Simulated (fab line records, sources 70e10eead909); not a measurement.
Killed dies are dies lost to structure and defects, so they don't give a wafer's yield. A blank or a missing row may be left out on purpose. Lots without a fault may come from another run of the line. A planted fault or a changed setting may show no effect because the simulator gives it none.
Which tool did it? | flow nand_harc | 12 lots, 36 wafers sampled, at 6 steps of a route of 1159

WHAT THE GAUGES READ, wafer by wafer
NHARC_P_GATE_CD_MEAS_46: target cd 720 nm.
lot  | measured     | on        | cd_nm (nm)
L812 | day 5 12:49  | cd_sem-01 | 718.3 718.8 716.2
L810 | day 5 12:35  | cd_sem-03 | 595.4 597.1 597.2
L816 | day 6 21:34  | cd_sem-02 | 718.5 719.0 720.5
L821 | day 8 11:36  | cd_sem-03 | 721.4 719.7 722.1
L822 | day 8 12:13  | cd_sem-02 | 721.3 718.2 719.5
L823 | day 9 01:19  | cd_sem-03 | 721.7 720.5 722.2
L824 | day 9 01:29  | cd_sem-02 | 721.0 718.9 720.3
L827 | day 9 16:54  | cd_sem-03 | 717.8 719.9 718.9
L828 | day 9 19:25  | cd_sem-01 | 717.8 717.6 716.8
L829 | day 10 05:12 | cd_sem-02 | 717.4 719.9 719.6
L831 | day 10 18:53 | cd_sem-02 | 720.2 722.6 721.6
L832 | day 10 19:20 | cd_sem-03 | 720.5 720.5 719.0

NHARC_END_SORT_01.
lot  | measured     | on        | killed_at_array | killed_at_other | killed_at_periphery | killed_dies | killed_open | killed_short
L810 | day 20 05:08 | prober-01 | 22 40 20        | 1 1 0           | 302 305 297         | 325 346 317 | 1 7 5       | 1 3 1

WHICH TOOL RAN EACH LOT (tool, then ch and the chambers of the sampled wafers, then the start)
lot  | NHARC_P_GATE_HM_DEP_102       | NHARC_P_GATE_ETCH_32             | NHARC_P_GATE_EXPOSE_43            | NHARC_P_GATE_DESCUM_48
L812 | acl_dep-02 ch 0, day 4 22:56  | rie_si-02 ch 0,2, day 5 01:20    | krf_scanner-02 ch 0, day 5 12:40  | rie_diel-03 ch 2,3, day 5 13:02
L810 | acl_dep-03 ch 0, day 4 23:03  | rie_si-03 ch 0,2, day 5 01:13    | krf_scanner-03 ch 0, day 5 12:26  | rie_diel-02 ch 0,1, day 5 12:46
L816 | acl_dep-02 ch 0, day 6 08:07  | rie_si-02 ch 0,1, day 6 10:16    | krf_scanner-03 ch 0, day 6 21:25  | rie_diel-02 ch 1,2, day 6 21:44
L821 | acl_dep-02 ch 0, day 7 22:14  | rie_si-03 ch 0,1,3, day 8 00:13  | krf_scanner-01 ch 0, day 8 11:26  | rie_diel-02 ch 0,1,3, day 8 11:46
L822 | acl_dep-03 ch 0, day 7 22:27  | rie_si-02 ch 0,1, day 8 00:26    | krf_scanner-03 ch 0, day 8 12:04  | rie_diel-02 ch 0,1,2, day 8 12:23
L823 | acl_dep-01 ch 0, day 8 11:22  | rie_si-03 ch 0,1,2, day 8 13:41  | krf_scanner-01 ch 0, day 9 01:09  | rie_diel-02 ch 1,2,3, day 9 01:31
L824 | acl_dep-03 ch 0, day 8 11:51  | rie_si-06 ch 0,2,3, day 8 14:04  | krf_scanner-02 ch 0, day 9 01:19  | rie_diel-02 ch 0,2,3, day 9 01:39
L827 | acl_dep-02 ch 0, day 9 03:14  | rie_si-06 ch 0,1,2, day 9 05:31  | krf_scanner-03 ch 0, day 9 16:44  | rie_diel-03 ch 1,2,3, day 9 17:04
L828 | acl_dep-01 ch 0, day 9 03:37  | rie_si-02 ch 0,3, day 9 06:01    | krf_scanner-03 ch 0, day 9 19:16  | rie_diel-03 ch 2,3, day 9 19:35
L829 | acl_dep-01 ch 0, day 9 16:16  | rie_si-03 ch 0,1,2, day 9 18:01  | krf_scanner-03 ch 0, day 10 05:03 | rie_diel-11 ch 0,1,3, day 10 05:22
L831 | acl_dep-01 ch 0, day 10 05:27 | rie_si-03 ch 1,2,3, day 10 07:42 | krf_scanner-03 ch 0, day 10 18:43 | rie_diel-02 ch 1,2,3, day 10 19:05
L832 | acl_dep-01 ch 0, day 10 06:05 | rie_si-02 ch 1,2,3, day 10 08:05 | krf_scanner-03 ch 0, day 10 19:11 | rie_diel-03 ch 1,2,3, day 10 19:31
- NHARC_P_GATE_HM_DEP_102: deposits aC, target thk 120 nm.
- NHARC_P_GATE_ETCH_32: etches the open film in HBr/Cl2, target depth 150 nm, time 100.1 s.
- NHARC_P_GATE_EXPOSE_43: exposes mask P NSD, target cd 720 nm.
- NHARC_P_GATE_DESCUM_48: chemistry O2, time 3 s.

WHAT THE TOOLS THEMSELVES READ (means of the sampled wafers that have a number; where no wafer has one, the mark that the record gives instead)
NHARC_P_GATE_HM_DEP_102.
lot  | tool       | throttle_valve_pct (%)
L812 | acl_dep-02 | 35.001
L810 | acl_dep-03 | 35.001
L816 | acl_dep-02 | 35.002
L821 | acl_dep-02 | 35.001
L822 | acl_dep-03 | 34.997
L823 | acl_dep-01 | 34.993
L824 | acl_dep-03 | 35.000
L827 | acl_dep-02 | 35.005
L828 | acl_dep-01 | 35.004
L829 | acl_dep-01 | 34.999
L831 | acl_dep-01 | 35.003
L832 | acl_dep-01 | 35.004

NHARC_P_GATE_ETCH_32.
lot  | tool      | chamber_pressure_mTorr (mTorr) | drypump_motor_current_A (A) | oes_product_au (a.u.) | throttle_valve_pct (%)
L812 | rie_si-02 | 15.002                         | 5.9                         | 0.994                 | 26.401
L810 | rie_si-03 | 14.992                         | 6.1                         | 1.001                 | 26.412
L816 | rie_si-02 | 15.003                         | 6.0                         | 1.001                 | 26.399
L821 | rie_si-03 | 14.992                         | 5.9                         | 1.000                 | 26.401
L822 | rie_si-02 | 15.001                         | 6.0                         | 0.991                 | 26.405
L823 | rie_si-03 | 14.990                         | 5.9                         | 1.002                 | 26.408
L824 | rie_si-06 | 14.991                         | 6.1                         | 0.989                 | 26.416
L827 | rie_si-06 | 14.999                         | 6.0                         | 0.994                 | 26.399
L828 | rie_si-02 | 14.989                         | 5.6                         | 0.993                 | 26.415
L829 | rie_si-03 | 15.008                         | 5.9                         | 0.994                 | 26.407
L831 | rie_si-03 | 15.002                         | 5.7                         | 0.992                 | 26.398
L832 | rie_si-02 | 14.989                         | 6.2                         | 1.002                 | 26.399

NHARC_P_GATE_DESCUM_48.
lot  | tool        | chamber_pressure_mTorr (mTorr) | drypump_motor_current_A (A) | oes_product_au (a.u.) | rf_vpp_V (V) | showerhead_plenum_p_Torr (Torr) | throttle_valve_pct (%)
L812 | rie_diel-03 | 59.99                          | 6.4                         | 1.003                 | 57.7         | 1.95                            | 11.304
L810 | rie_diel-02 | 60.03                          | 4.9                         | 0.993                 | 58.0         | 1.95                            | 11.309
L816 | rie_diel-02 | 59.92                          | 5.3                         | 0.995                 | 57.3         | 1.90                            | 11.311
L821 | rie_diel-02 | 60.00                          | 5.2                         | 0.994                 | 56.9         | 1.91                            | 11.314
L822 | rie_diel-02 | 59.98                          | 5.1                         | 1.004                 | 57.7         | 1.93                            | 11.319
L823 | rie_diel-02 | 59.99                          | 5.4                         | 0.996                 | 56.9         | 1.88                            | 11.311
L824 | rie_diel-02 | 60.06                          | 5.2                         | 0.992                 | 57.3         | 1.91                            | 11.312
L827 | rie_diel-03 | 60.04                          | 5.7                         | 1.012                 | 58.1         | 1.97                            | 11.314
L828 | rie_diel-03 | 59.97                          | 6.0                         | 1.001                 | 58.9         | 1.99                            | 11.314
L829 | rie_diel-11 | 60.01                          | 6.0                         | 0.991                 | 57.2         | 1.90                            | 11.315
L831 | rie_diel-02 | 60.11                          | 5.5                         | 0.990                 | 56.2         | 1.88                            | 11.308
L832 | rie_diel-03 | 59.98                          | 5.7                         | 0.999                 | 58.3         | 1.97                            | 11.304

THE ANSWER, worked out from the rows above alone
Rule: what is usual is taken from the lots themselves. Put in order of their means at a reading, lots are off if they are a third of the lots or fewer, leave a main group of 4 or more, and stand apart from it by a gap of 3 or more times the standard deviation of the main group's means; of several such gaps the widest counts. A main group whose means are all the same, to the digits that the tables above print for the reading, isn't used. A lot without any number at a reading at which 4 lots or more have one is off too. The other lots that the step has rows for count as sound. The gauges are gone through in route order, then the tools' own readings, and for those a lot's mean is taken as printed above. The first step at which some lot is off is used, and at that step the reading that is off furthest; a lot without a number counts as furthest.
Off: L810, at NHARC_P_GATE_CD_MEAS_46 (cd_nm). The main group: mean 719.6 nm, standard deviation 1.3.
A tool fits if, at a process step before that reading, it ran every lot that is off, and no sound lot after the first of them. The gauges at NHARC_P_GATE_CD_MEAS_46 are tried like those tools. None of those tried fits.

WHAT THE SIMULATOR HAD PUT IN
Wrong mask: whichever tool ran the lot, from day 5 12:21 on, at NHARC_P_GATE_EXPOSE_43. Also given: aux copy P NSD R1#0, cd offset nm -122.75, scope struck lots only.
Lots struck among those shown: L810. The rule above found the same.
